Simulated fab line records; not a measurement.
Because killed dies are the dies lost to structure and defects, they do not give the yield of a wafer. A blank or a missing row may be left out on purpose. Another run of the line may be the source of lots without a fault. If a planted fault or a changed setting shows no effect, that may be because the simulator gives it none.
fab line records	flow nandHarc
record: lots: 7	wafers: 21	lastDay: 23
route steps=1159 shown A_CONTACT@903 END@1159
lots that met no fault: taken from a fault-free run of the same line
startH: start of the lot's first displayed wafer, in hours after the record's first day	waitH: hours since the lot's step before	" as in the row above	L1.1+2: a single row standing in for several wafers	- value missing, or start not given	* or withheld: withheld	< > ~ a bound
route shown NAME@n: names a module that has steps shown in the file, with the first one's number in the route	usual: mean and standard deviation over wafers with no fault	same: alike in all rows	chamber/n: place in a boat	sites: the reading at each site	_std_site: standard deviation of those values	_edge_site: the outer-site mean with the inner-site mean subtracted	radiusMm: how far each site lies from the wafer's centre	mask NAME#n: copy n	behind: tool/chamber where the wafer was last shaped	hold: the reason the lot was held/the length of the hold in hours/how it ended	device: whichever transistor did not switch (one of n, p or np)	end of line: the tests these same wafers got at the end of their route	step lacking rows: just its recipe	killed: the dies lost at the first sort to structure and to defects; this is not the yield of the wafer	map: the dies of a wafer, with x for killed, . for not killed, _ for no die there
set.NAME: the setting that was run; set.NAME@STEP: the one run at that earlier step	model.NAME: the simulator's own value behind a step, which no gauge read
a table for each step, a row for each wafer; lots at some steps of the route
services: a tool's chamber out of use, with start hour (startH, from the record's first day; less than 0 if before it), hours out, and reason
== steps ==
step: NHARC_A_CONTACT_ETCH_78
recipe: targetDepthA: 28000	overEtchFrac: 0.3	timeS: 728	ionEnergyEv: 150	o2FlowSccm: 400	cosFlowSccm: 20	arFlowSccm: 0	rfW: 500	biasW: 300	chemistry: O2/COS
step: NHARC_A_CONTACT_ETCH_124
recipe: sourceW: withheld	pressureMtorr: 20	biasV: withheld	timeS: 140	targetDepthA: 7000	arFlowSccm: withheld	c4f8FlowSccm: withheld	o2FlowSccm: withheld	chemistry: C4F8/O2/Ar
usual: chamberPressureMTorr: 19.998/0.018	oesAirLineAu: 0.995/0.02
lot.wafer	tool	chamber	startH	waitH	chamberPressureMTorr	oesAirLineAu	rfHoursCounterH
L541.2	harCapEtch-02	1	388.76	-	19.974	1.015	12
L541.3	"	0	"	"	19.984	0.988	-
L541.6	"	0	"	"	19.984	0.974	-
L543.1	harCapEtch-02	1	417.13	-	19.989	0.976	17
L543.2	"	0	"	"	20.006	0.980	17
L543.5	"	0	"	"	20.008	0.978	-
L540.1	harCapEtch-01	0	418.70	-	19.996	0.964	64
L540.3	"	0	"	"	20.000	0.942	-
L540.6	"	1	"	"	20.001	0.982	-
L544.1	harCapEtch-01	1	431.96	-	20.039	0.962	66
L544.4	"	0	"	"	19.989	1.020	-
L544.5	"	0	"	"	20.022	1.013	-
L554.1	harCapEtch-03	0	473.61	-	20.001	0.956	98
L554.3	"	0	"	"	19.982	0.986	-
L554.6	"	1	"	"	19.997	0.991	-
L553.2	harCapEtch-03	0	483.67	-	20.003	1.010	101
L553.1	"	1	"	"	20.004	0.984	101
L553.5	"	0	"	"	20.033	0.981	-
L555.1	harCapEtch-01	1	492.24	-	20.004	1.007	77
L555.4	"	1	"	"	19.988	0.987	-
L555.6	"	1	"	"	20.018	0.991	-
step: NHARC_A_CONTACT_ETCH_125
recipe: sourceW: withheld	pressureMtorr: 20	biasV: 1200	timeS: 155	targetDepthA: 9560	arFlowSccm: withheld	c4f8FlowSccm: withheld	o2FlowSccm: withheld	chemistry: C4F8/O2/Ar
step: NHARC_A_CONTACT_ETCH_126
recipe: sourceW: withheld	pressureMtorr: 20	biasV: 1200	timeS: 155	targetDepthA: 9560	arFlowSccm: withheld	c4f8FlowSccm: withheld	o2FlowSccm: withheld	chemistry: C4F8/O2/Ar
step: NHARC_A_CONTACT_ETCH_127
recipe: sourceW: withheld	pressureMtorr: 20	biasV: 1200	timeS: 155	targetDepthA: 9560	arFlowSccm: withheld	c4f8FlowSccm: withheld	o2FlowSccm: withheld	chemistry: C4F8/O2/Ar
step: NHARC_A_CONTACT_ETCH_128
recipe: sourceW: withheld	pressureMtorr: 20	biasV: 1200	timeS: 155	targetDepthA: 9560	arFlowSccm: withheld	c4f8FlowSccm: withheld	o2FlowSccm: withheld	chemistry: C4F8/O2/Ar
usual: chamberPressureMTorr: 19.999/0.02	oesAirLineAu: 0.999/0.021
lot.wafer	tool	chamber	startH	waitH	chamberPressureMTorr	oesAirLineAu	rfHoursCounterH
L541.2	harCapEtch-02	1	389.37	0.1	20.019	0.984	13
L541.3	"	0	"	"	19.988	1.013	-
L541.6	"	0	"	"	19.976	1.007	-
L543.1	harCapEtch-02	1	417.75	0.1	20.004	1.034	17
L543.2	"	0	"	"	20.014	0.988	17
L543.5	"	0	"	"	20.015	0.980	-
L540.1	harCapEtch-01	0	419.32	0.1	20.012	1.010	64
L540.3	"	0	"	"	19.982	0.984	-
L540.6	"	1	"	"	20.026	0.995	-
L544.1	harCapEtch-01	1	432.58	0.1	19.988	0.992	66
L544.4	"	0	"	"	20.017	0.965	-
L544.5	"	0	"	"	20.008	0.999	-
L554.1	harCapEtch-03	0	474.24	0.1	20.015	1.013	99
L554.3	"	0	"	"	20.011	1.008	-
L554.6	"	1	"	"	19.993	0.973	-
L553.2	harCapEtch-03	0	484.30	0.1	19.976	0.993	101
L553.1	"	1	"	"	20.000	0.989	101
L553.5	"	0	"	"	20.024	1.002	-
L555.1	harCapEtch-01	1	492.86	0.1	20.008	0.961	77
L555.4	"	1	"	"	19.986	1.018	-
L555.6	"	1	"	"	19.995	1.002	-
step: NHARC_A_CONTACT_ETCH_129
recipe: sourceW: withheld	pressureMtorr: 20	biasV: 1200	timeS: 155	targetDepthA: 9560	arFlowSccm: withheld	c4f8FlowSccm: withheld	o2FlowSccm: withheld	chemistry: C4F8/O2/Ar
step: NHARC_A_CONTACT_ETCH_130
recipe: sourceW: withheld	pressureMtorr: 20	biasV: 1200	timeS: 155	targetDepthA: 9560	arFlowSccm: withheld	c4f8FlowSccm: withheld	o2FlowSccm: withheld	chemistry: C4F8/O2/Ar
step: NHARC_A_CONTACT_ETCH_131
recipe: sourceW: withheld	pressureMtorr: 20	biasV: 1200	timeS: 155	targetDepthA: 9560	arFlowSccm: withheld	c4f8FlowSccm: withheld	o2FlowSccm: withheld	chemistry: C4F8/O2/Ar
step: NHARC_A_CONTACT_ETCH_132
recipe: sourceW: withheld	pressureMtorr: 20	biasV: 1200	timeS: 156	targetDepthA: 9580	arFlowSccm: withheld	c4f8FlowSccm: withheld	o2FlowSccm: withheld	chemistry: C4F8/O2/Ar
usual: chamberPressureMTorr: 20.002/0.017	oesAirLineAu: 1.002/0.022
lot.wafer	tool	chamber	startH	waitH	chamberPressureMTorr	oesAirLineAu	rfHoursCounterH
L541.2	harCapEtch-02	1	389.94	0.1	19.985	1.005	13
L541.3	"	0	"	"	19.976	0.971	-
L541.6	"	0	"	"	19.991	0.959	-
L543.1	harCapEtch-02	1	418.32	0.1	20.006	1.000	18
L543.2	"	0	"	"	19.987	1.006	18
L543.5	"	0	"	"	19.984	1.018	-
L540.1	harCapEtch-01	0	419.88	0.1	20.004	1.010	65
L540.3	"	0	"	"	19.997	1.021	-
L540.6	"	1	"	"	20.001	0.990	-
L544.1	harCapEtch-01	1	433.14	0.1	19.990	1.002	67
L544.4	"	0	"	"	19.996	0.996	-
L544.5	"	0	"	"	20.031	1.024	-
L554.1	harCapEtch-03	0	474.82	0.1	20.010	1.010	99
L554.3	"	0	"	"	20.015	1.005	-
L554.6	"	1	"	"	19.994	0.991	-
L553.2	harCapEtch-03	0	484.87	0.1	20.002	0.999	102
L553.1	"	1	"	"	20.006	0.984	102
L553.5	"	0	"	"	19.974	1.012	-
L555.1	harCapEtch-01	1	493.42	0.1	19.983	0.964	78
L555.4	"	1	"	"	20.007	0.976	-
L555.6	"	1	"	"	19.993	0.982	-
step: NHARC_A_CONTACT_ETCH_133
recipe: sourceW: withheld	pressureMtorr: 20	biasV: 400	timeS: 195	targetDepthA: 8400	arFlowSccm: withheld	c4f8FlowSccm: 11.5	o2FlowSccm: 7.2	chemistry: C4F8/O2/Ar
usual: chamberPressureMTorr: 20.005/0.019	oesAirLineAu: 1.003/0.021
lot.wafer	tool	chamber	startH	waitH	chamberPressureMTorr	oesAirLineAu	rfHoursCounterH
L541.2	harCapEtch-02	1	390.10	0.1	20.038	0.995	13
L541.3	"	0	"	"	20.002	1.027	-
L541.6	"	0	"	"	20.050	1.033	-
L543.1	harCapEtch-02	1	418.46	0.1	19.972	1.018	18
L543.2	"	0	"	"	19.984	0.977	18
L543.5	"	0	"	"	19.996	0.983	-
L540.1	harCapEtch-01	0	420.02	0.1	19.996	1.008	65
L540.3	"	0	"	"	19.995	1.009	-
L540.6	"	1	"	"	19.963	1.031	-
L544.1	harCapEtch-01	1	433.31	0.1	20.006	1.023	67
L544.4	"	0	"	"	20.005	0.990	-
L544.5	"	0	"	"	19.993	1.013	-
L554.1	harCapEtch-03	0	474.96	0.1	20.045	1.006	99
L554.3	"	0	"	"	19.987	0.977	-
L554.6	"	1	"	"	20.029	0.984	-
L553.2	harCapEtch-03	0	485.01	0.1	19.984	0.964	102
L553.1	"	1	"	"	20.011	0.978	102
L553.5	"	0	"	"	20.033	1.003	-
L555.1	harCapEtch-01	1	493.59	0.1	20.010	1.033	78
L555.4	"	1	"	"	20.009	1.048	-
L555.6	"	1	"	"	19.998	1.001	-
step: NHARC_A_CONTACT_ETCH_91
recipe: targetDepthA: 400	overEtchFrac: 0.5	timeS: 85.7	ionEnergyEv: 120	ch3fFlowSccm: 50	o2FlowSccm: 30	arFlowSccm: 200	rfW: 500	biasW: 100	chemistry: CH3F/O2
usual: biasW: 99.98/0.27	ch3fFlowSccm: 49.99/0.16	drypumpMotorCurrentA: 5.7/0.43	oesProductAu: 0.94/0.034	rfVppV: 244.8/1.7	showerheadPlenumPTorr: 2.49/0.096	throttleValvePct: 20.663/0.0085
same: overEtchFrac: 0.5
lot.wafer	tool	chamber	startH	waitH	biasW	ch3fFlowSccm	drypumpMotorCurrentA	oesProductAu	rfHoursCounterH	rfVppV	showerheadPlenumPTorr	throttleValvePct
L541.3	rieDiel-08	2	390.65	0.5	100.24	49.83	5.6	1.00	34	246.7	2.65	20.663
L541.2	"	3	"	"	99.76	50.05	6.0	1.00	33	246.9	2.52	20.674
L541.6	"	1	"	"	100.38	49.74	5.3	1.00	-	242.6	2.39	20.670
L543.2	rieDiel-01	3	419.05	0.5	100.10	50.10	5.1	0.92	36	245.5	2.50	20.667
L543.1	"	0	"	"	99.58	49.98	6.0	0.92	36	246.6	2.62	20.663
L543.5	"	2	"	"	99.79	49.95	5.5	0.90	-	243.1	2.41	20.673
L540.1	rieDiel-01	3	420.59	0.5	100.40	49.91	5.0	0.92	36	245.3	2.50	20.658
L540.3	"	0	"	"	100.12	49.93	6.0	0.92	36	248.9	2.62	20.667
L540.6	"	0	"	"	99.98	50.23	6.0	0.92	-	244.6	2.62	20.660
L544.1	rieDiel-07	1	433.82	0.5	100.00	49.88	5.4	0.92	3	246.7	2.60	20.651
L544.4	"	3	"	"	99.54	50.03	6.7	0.93	4	245.6	2.57	20.655
L544.5	"	2	"	"	99.41	49.55	5.5	0.93	-	244.2	2.37	20.664
L554.3	rieDiel-07	2	475.52	0.4	100.51	50.16	5.5	0.93	11	243.2	2.37	20.657
L554.1	"	3	"	"	99.90	50.34	6.8	0.92	13	244.9	2.57	20.672
L554.6	"	3	"	"	99.76	50.24	6.8	0.93	-	245.3	2.57	20.678
L553.2	rieDiel-01	1	485.60	0.5	99.71	50.05	5.6	1.02	64	243.5	2.44	20.651
L553.1	"	2	"	"	99.80	50.23	5.6	1.00	61	243.5	2.40	20.651
L553.5	"	0	"	"	99.99	50.13	6.0	0.99	-	246.2	2.61	20.668
L555.4	rieDiel-07	0	494.13	0.4	100.31	49.79	5.7	0.94	15	242.3	2.31	20.663
L555.1	"	1	"	"	99.69	49.88	5.4	0.93	13	244.5	2.59	20.675
L555.6	"	2	"	"	100.11	50.13	5.5	0.93	-	244.3	2.37	20.656
step: NHARC_A_CONTACT_ETCH_97
recipe: targetDepthA: 200	overEtchFrac: 0.5	timeS: 10	ionEnergyEv: 250	c4f6FlowSccm: 25	o2FlowSccm: 20	arFlowSccm: 500	rfW: 600	biasW: 500	chemistry: C4F6/O2
usual: biasW: 499.8/1.6	c4f6FlowSccm: 25.00/0.076	drypumpMotorCurrentA: 5.7/0.44	oesProductAu: 0.962/0.024	overEtchFrac: 0.5/0	rfVppV: 548/3.1	showerheadPlenumPTorr: 3.97/0.15	throttleValvePct: 26.903/0.009
lot.wafer	tool	chamber	startH	waitH	biasW	c4f6FlowSccm	drypumpMotorCurrentA	oesProductAu	overEtchFrac	rfHoursCounterH	rfVppV	showerheadPlenumPTorr	throttleValvePct
L541.3	rieDiel-08	3	390.76	-	498.9	25.09	6.0	0.994	0.5	33	551	4.02	26.885
L541.2	"	1	"	"	501.4	24.95	5.2	1.002	0.5	35	545	3.82	26.904
L541.6	"	2	"	"	497.0	25.10	5.6	0.985	0.5	-	553	4.21	26.905
L543.1	rieDiel-01	2	419.16	-	-	-	-	-	-	-	-	-	-
L543.2	"	3	"	"	-	-	-	-	-	-	-	-	-
L543.5	"	2	"	"	-	-	-	-	-	-	-	-	-
L540.3	rieDiel-01	0	420.73	-	-	-	-	-	-	-	-	-	-
L540.1	"	1	"	"	-	-	-	-	-	-	-	-	-
L540.6	"	3	"	"	-	-	-	-	-	-	-	-	-
L544.4	rieDiel-07	3	433.96	-	-	-	-	-	-	-	-	-	-
L544.1	"	0	"	"	-	-	-	-	-	-	-	-	-
L544.5	"	2	"	"	-	-	-	-	-	-	-	-	-
L554.3	rieDiel-07	2	475.66	-	500.0	25.00	5.5	0.951	0.5	11	545	3.79	26.900
L554.1	"	0	"	"	500.8	25.00	5.7	0.944	0.5	12	543	3.71	26.903
L554.6	"	2	"	"	500.6	25.08	5.5	0.956	0.5	-	545	3.79	26.902
L553.1	rieDiel-01	3	485.71	-	500.3	24.96	5.1	1.007	0.5	61	548	3.97	26.899
L553.2	"	0	"	"	500.0	25.03	6.1	0.989	0.5	61	551	4.15	26.906
L553.5	"	3	"	"	499.5	24.91	5.0	1.001	0.5	-	548	3.97	26.925
L555.1	rieDiel-07	0	494.24	-	499.4	25.02	5.7	0.964	0.5	15	542	3.71	26.909
L555.4	"	2	"	"	496.9	25.04	5.5	0.959	0.5	15	544	3.79	26.916
L555.6	"	1	"	"	500.1	25.03	5.4	0.948	0.5	-	551	4.12	26.899
step: NHARC_A_CONTACT_CD_MEAS_80
usual: cdNm: 189.1/0.89
lot.wafer	tool	chamber	startH	waitH	cdNm
L541.2	cdSem-03	-	390.84	-	190.5
L541.3	"	-	"	"	189.9
L541.6	"	-	"	"	189.7
L543.1	cdSem-02	-	419.24	-	188.6
L543.2	"	-	"	"	188.4
L543.5	"	-	"	"	188.7
L540.1	cdSem-03	-	420.81	-	188.5
L540.3	"	-	"	"	188.9
L540.6	"	-	"	"	188.9
L544.1	cdSem-01	-	434.04	-	189.0
L544.4	"	-	"	"	189.2
L544.5	"	-	"	"	188.3
L554.1	cdSem-02	-	475.74	-	188.9
L554.3	"	-	"	"	188.9
L554.6	"	-	"	"	189.0
L553.1	cdSem-01	-	485.79	-	189.2
L553.2	"	-	"	"	189.0
L553.5	"	-	"	"	189.7
L555.1	cdSem-03	-	494.32	-	189.9
L555.4	"	-	"	"	189.5
L555.6	"	-	"	"	190.0
step: NHARC_END_SORT_01
recipe: tempC: 25
usual: killedAtArray: 28/11	killedAtOther: 0.6/0.85	killedAtPeriphery: 2.8/2.3	killedDies: 31/11	killedOpen: 3.1/1.6	killedShort: 2.0/1.4
same: grossDies: 677
lot.wafer	tool	chamber	startH	waitH	hold	killedAtArray	killedAtOther	killedAtPeriphery	killedDies	killedOpen	killedShort
L543.1	prober-01	0	474.20	2.5	awaitDispo/2.9h/scrap	675	0	2	677	3	6
L543.2	prober-01	0	475.00	2.8	awaitDispo/2.9h/scrap	676	0	1	677	4	3
L543.5	prober-01	0	477.42	3.7	awaitDispo/2.9h/scrap	677	0	0	677	2	1
L540.1	prober-02	0	479.60	2.5	awaitDispo/2.0h/scrap	673	0	4	677	3	2
L540.3	prober-02	0	481.20	3.1	awaitDispo/2.0h/scrap	674	1	2	677	3	2
L540.6	prober-02	0	483.59	4.0	awaitDispo/2.0h/scrap	673	0	4	677	3	1
L544.1	prober-01	0	490.38	2.4	awaitDispo/4.0h/scrap	677	0	0	677	4	4
L544.4	prober-01	0	492.73	3.3	awaitDispo/4.0h/scrap	676	1	0	677	2	1
L544.5	prober-01	0	493.52	3.6	awaitDispo/4.0h/scrap	675	1	1	677	5	3
L553.1	prober-02	0	551.53	2.5	-	13	1	3	17	5	1
L553.2	prober-02	0	552.33	2.8	-	13	0	5	18	4	1
L553.5	prober-02	0	554.72	3.7	-	8	1	2	11	2	2
L555.1	prober-01	0	556.34	2.5	-	54	0	2	56	4	0
L555.4	prober-01	0	558.72	3.4	-	42	1	4	47	3	3
L555.6	prober-01	0	560.32	4.0	-	45	0	4	49	2	3
killed by level:class
L543.1 A_CONTACT:areaEtch=659 A_STAIRCASE:chamberFilmFlake=6 A_CHANNEL_FILL_D1:geometricParticle:short=2 A_CONTACT:chamberFilmFlake=2 P_GATE:geometricParticle:open=1 P_M0:geometricParticle:short=1 A_ONON_D1:geometricParticle:open=1 A_SGD_CUT:geometricParticle:short=1
L543.2 A_CONTACT:areaEtch=654 A_STAIRCASE:chamberFilmFlake=5 A_CHANNEL_FILL_D1:chamberFilmFlake=5 A_CONTACT:chamberFilmFlake=5 A_CHANNEL_FILL_D1:geometricParticle:short=2 A_CONTACT:geometricParticle:open=2 A_CHANNEL_FILL_D1:geometricParticle:open=1 A_SGD_CUT:geometricParticle:short=1
L543.5 A_CONTACT:areaEtch=656 A_CONTACT:chamberFilmFlake=7 A_STAIRCASE:chamberFilmFlake=6 A_CHANNEL_HOLE_D1:chamberFilmFlake=2 A_WL_FILL:chamberFilmFlake=2 A_ONON_D1:geometricParticle:open=1 A_SGD_CUT:geometricParticle:short=1 A_WL_FILL:geometricParticle:open=1
L540.1 A_CONTACT:areaEtch=641 A_CHANNEL_HOLE_D1:chamberFilmFlake=16 A_SLIT:chamberFilmFlake=9 A_M1:geometricParticle:open=3 P_GATE:chamberFilmFlake=2 A_STAIRCASE:chamberFilmFlake=2 P_CONTACT:geometricParticle:short=1 A_ONON_D1:geometricParticle:short=1
L540.3 A_CONTACT:areaEtch=634 A_CHANNEL_HOLE_D1:chamberFilmFlake=18 A_CONTACT:chamberFilmFlake=6 A_STAIRCASE:chamberFilmFlake=6 A_SLIT:chamberFilmFlake=6 A_ONON_D1:geometricParticle:open=1 A_CHANNEL_FILL_D1:geometricParticle:short=1 A_WL_FILL:geometricParticle:short=1
L540.6 A_CONTACT:areaEtch=627 A_CHANNEL_HOLE_D1:chamberFilmFlake=26 A_SLIT:chamberFilmFlake=13 A_CHANNEL_FILL_D1:geometricParticle:open=2 P_ZERO_WELL:chamberFilmFlake=2 A_STAIRCASE:chamberFilmFlake=2 A_CONTACT:chamberFilmFlake=2 P_CONTACT:geometricParticle:open=1
L544.1 A_CONTACT:areaEtch=640 A_CHANNEL_HOLE_D1:chamberFilmFlake=12 A_SLIT:chamberFilmFlake=9 A_STAIRCASE:chamberFilmFlake=5 A_CHANNEL_HOLE_D1:geometricParticle:short=2 A_CONTACT:geometricParticle:open=2 A_CONTACT:chamberFilmFlake=2 A_CHANNEL_FILL_D1:geometricParticle:short=1
L544.4 A_CONTACT:areaEtch=635 A_CHANNEL_HOLE_D1:chamberFilmFlake=15 A_SLIT:chamberFilmFlake=13 A_STAIRCASE:chamberFilmFlake=10 A_CHANNEL_FILL_D1:geometricParticle:short=1 A_WL_FILL:geometricParticle:open=1 STARTING-WAFER:geometricParticle:open=1 A_CONTACT:chamberFilmFlake=1
L544.5 A_CONTACT:areaEtch=628 A_CHANNEL_HOLE_D1:chamberFilmFlake=13 A_STAIRCASE:chamberFilmFlake=13 A_SLIT:chamberFilmFlake=12 A_CHANNEL_FILL_D1:geometricParticle:short=2 A_ONON_D1:geometricParticle:open=1 A_CHANNEL_HOLE_D1:geometricParticle:open=1 A_CHANNEL_FILL_D1:geometricParticle:open=1
L553.1 A_CHANNEL_HOLE_D1:chamberFilmFlake=4 A_CONTACT:chamberFilmFlake=3 P_STI:chamberFilmFlake=2 P_CONTACT:geometricParticle:open=1 A_SOURCE_PLATE:geometricParticle:open=1 A_ONON_D1:geometricParticle:open=1 A_CHANNEL_FILL_D1:geometricParticle:open=1 A_CONTACT:geometricParticle:short=1
L553.2 A_CHANNEL_HOLE_D1:chamberFilmFlake=8 P_STI:chamberFilmFlake=2 P_STI:geometricParticle:short=1 P_M0:geometricParticle:open=1 A_CONTACT:geometricParticle:open=1 A_BLC:geometricParticle:open=1 A_M0:geometricParticle:open=1 P_GATE:chamberFilmFlake=1
L553.5 A_CHANNEL_HOLE_D1:chamberFilmFlake=4 P_M0:geometricParticle:short=1 A_ONON_D1:geometricParticle:open=1 A_CONTACT:geometricParticle:open=1 STARTING-WAFER:geometricParticle:short=1 P_STI:chamberFilmFlake=1 A_ZERO_WELL:chamberFilmFlake=1 A_CONTACT:chamberFilmFlake=1
L555.1 A_CHANNEL_HOLE_D1:chamberFilmFlake=26 A_SLIT:chamberFilmFlake=20 A_CONTACT:chamberFilmFlake=3 A_WL_FILL:chamberFilmFlake=2 P_CONTACT:geometricParticle:open=1 P_M0:geometricParticle:open=1 A_CHANNEL_FILL_D1:geometricParticle:open=1 A_BLC:geometricParticle:open=1
L555.4 A_CHANNEL_HOLE_D1:chamberFilmFlake=22 A_SLIT:chamberFilmFlake=15 A_ONON_D1:geometricParticle:short=2 P_CONTACT:geometricParticle:open=1 P_M0:geometricParticle:open=1 A_SGD_CUT:geometricParticle:short=1 STARTING-WAFER:geometricParticle:open=1 P_GATE:chamberFilmFlake=1
L555.6 A_CHANNEL_HOLE_D1:chamberFilmFlake=25 A_SLIT:chamberFilmFlake=11 A_CONTACT:chamberFilmFlake=4 P_ZERO_WELL:chamberFilmFlake=2 P_CONTACT:geometricParticle:open=1 P_M1:geometricParticle:short=1 A_CHANNEL_HOLE_D1:geometricParticle:open=1 A_WL_FILL:geometricParticle:short=1
map L540.1 (x killed, . not)
____________x____________
_________xxxxxxx_________
_______xxxxxxxxxxx_______
______xxxxxxxxxxxxx______
_____xxxxxxxxxxxxxxx_____
____xxxxxxxxxxxxxxxxx____
____xxxxxxxxxxxxxxxxx____
___xxxxxxxxxxxxxxxxxxx___
___xxxxxxxxxxxxxxxxxxx___
__xxxxxxxxxxxxxxxxxxxxx__
__xxxxxxxxxxxxxxxxxxxxx__
_xxxxxxxxxxxxxxxxxxxxxxx_
_xxxxxxxxxxxxxxxxxxxxxxx_
_xxxxxxxxxxxxxxxxxxxxxxx_
_xxxxxxxxxxxxxxxxxxxxxxx_
_xxxxxxxxxxxxxxxxxxxxxxx_
xxxxxxxxxxxxxxxxxxxxxxxxx
xxxxxxxxxxxxxxxxxxxxxxxxx
xxxxxxxxxxxxxxxxxxxxxxxxx
xxxxxxxxxxxxxxxxxxxxxxxxx
xxxxxxxxxxxxxxxxxxxxxxxxx
_xxxxxxxxxxxxxxxxxxxxxxx_
_xxxxxxxxxxxxxxxxxxxxxxx_
_xxxxxxxxxxxxxxxxxxxxxxx_
_xxxxxxxxxxxxxxxxxxxxxxx_
_xxxxxxxxxxxxxxxxxxxxxxx_
__xxxxxxxxxxxxxxxxxxxxx__
__xxxxxxxxxxxxxxxxxxxxx__
___xxxxxxxxxxxxxxxxxxx___
___xxxxxxxxxxxxxxxxxxx___
____xxxxxxxxxxxxxxxxx____
____xxxxxxxxxxxxxxxxx____
_____xxxxxxxxxxxxxxx_____
______xxxxxxxxxxxxx______
_______xxxxxxxxxxx_______
_________xxxxxxx_________
____________x____________
map L543.1 (x killed, . not)
____________x____________
_________xxxxxxx_________
_______xxxxxxxxxxx_______
______xxxxxxxxxxxxx______
_____xxxxxxxxxxxxxxx_____
____xxxxxxxxxxxxxxxxx____
____xxxxxxxxxxxxxxxxx____
___xxxxxxxxxxxxxxxxxxx___
___xxxxxxxxxxxxxxxxxxx___
__xxxxxxxxxxxxxxxxxxxxx__
__xxxxxxxxxxxxxxxxxxxxx__
_xxxxxxxxxxxxxxxxxxxxxxx_
_xxxxxxxxxxxxxxxxxxxxxxx_
_xxxxxxxxxxxxxxxxxxxxxxx_
_xxxxxxxxxxxxxxxxxxxxxxx_
_xxxxxxxxxxxxxxxxxxxxxxx_
xxxxxxxxxxxxxxxxxxxxxxxxx
xxxxxxxxxxxxxxxxxxxxxxxxx
xxxxxxxxxxxxxxxxxxxxxxxxx
xxxxxxxxxxxxxxxxxxxxxxxxx
xxxxxxxxxxxxxxxxxxxxxxxxx
_xxxxxxxxxxxxxxxxxxxxxxx_
_xxxxxxxxxxxxxxxxxxxxxxx_
_xxxxxxxxxxxxxxxxxxxxxxx_
_xxxxxxxxxxxxxxxxxxxxxxx_
_xxxxxxxxxxxxxxxxxxxxxxx_
__xxxxxxxxxxxxxxxxxxxxx__
__xxxxxxxxxxxxxxxxxxxxx__
___xxxxxxxxxxxxxxxxxxx___
___xxxxxxxxxxxxxxxxxxx___
____xxxxxxxxxxxxxxxxx____
____xxxxxxxxxxxxxxxxx____
_____xxxxxxxxxxxxxxx_____
______xxxxxxxxxxxxx______
_______xxxxxxxxxxx_______
_________xxxxxxx_________
____________x____________
== services ==
tool	chamber	startH	hours	kind
rieDiel-01	0	373.39	-	clean
rieDiel-01	1	373.39	-	clean
rieDiel-01	2	373.39	-	clean
rieDiel-01	3	373.39	-	clean
rieDiel-07	3	381.67	14.3	repair
rieDiel-07	0	384.37	-	clean
rieDiel-07	1	384.37	-	clean
rieDiel-07	2	384.37	-	clean
rieDiel-01	0	398.06	-	clean
rieDiel-01	1	398.06	-	clean
rieDiel-01	2	398.06	-	clean
rieDiel-01	3	398.06	-	clean
rieDiel-07	-	405.20	9.0	pm
rieDiel-07	0	405.20	9.0	ventCycle
rieDiel-07	1	405.20	9.0	ventCycle
rieDiel-07	2	405.20	9.0	ventCycle
rieDiel-07	3	405.20	9.0	ventCycle
rieDiel-07	0	414.20	-	clean
rieDiel-07	1	414.20	-	clean
rieDiel-07	2	414.20	-	clean
rieDiel-07	3	414.20	-	clean
rieDiel-01	0	422.56	-	clean
rieDiel-08	-	478.86	9.0	pm
rieDiel-01	-	492.38	9.0	pm
== key ==
firstSign: step: NHARC_A_CONTACT_ETCH_97	reading: toolRecord	direction: missing
effect: step: NHARC_END_SORT_01	reading: killedAtArray	direction: up	sigmas: 57	usual: 28	struck: 675
moreKillsBornAt: NHARC_A_CONTACT_ETCH_97@rieDiel-01: 3871	NHARC_A_CONTACT_ETCH_97@rieDiel-07: 1903
metAt NHARC_A_CONTACT_ETCH_97
struckWafers L540.1,L540.3,L540.6,L543.1,L543.2,L543.5,L544.1,L544.4,L544.5
laterRowsLeftOut L540.1,L540.3,L540.6,L543.1,L543.2,L543.5,L544.1,L544.4,L544.5
testerLeftOut L540,L543,L544
fault: kind: skippedStepWhole	tool: rieDiel-01,rieDiel-07	chamber: -	onsetH: 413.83	steps: NHARC_A_CONTACT_ETCH_97	scope: struckLotsOnly
testerLeftOut: of these lots the tester's yield and bins aren't shown, on N5 and GAA mostly nor the transistor test; their killed dies are dies lost to structure and defects alone, not to doping, threshold or leakage, so they don't give the yield
laterRowsLeftOut: the simulator's readings of these wafers behind a module that went badly wrong aren't trusted and aren't shown, but for the sort
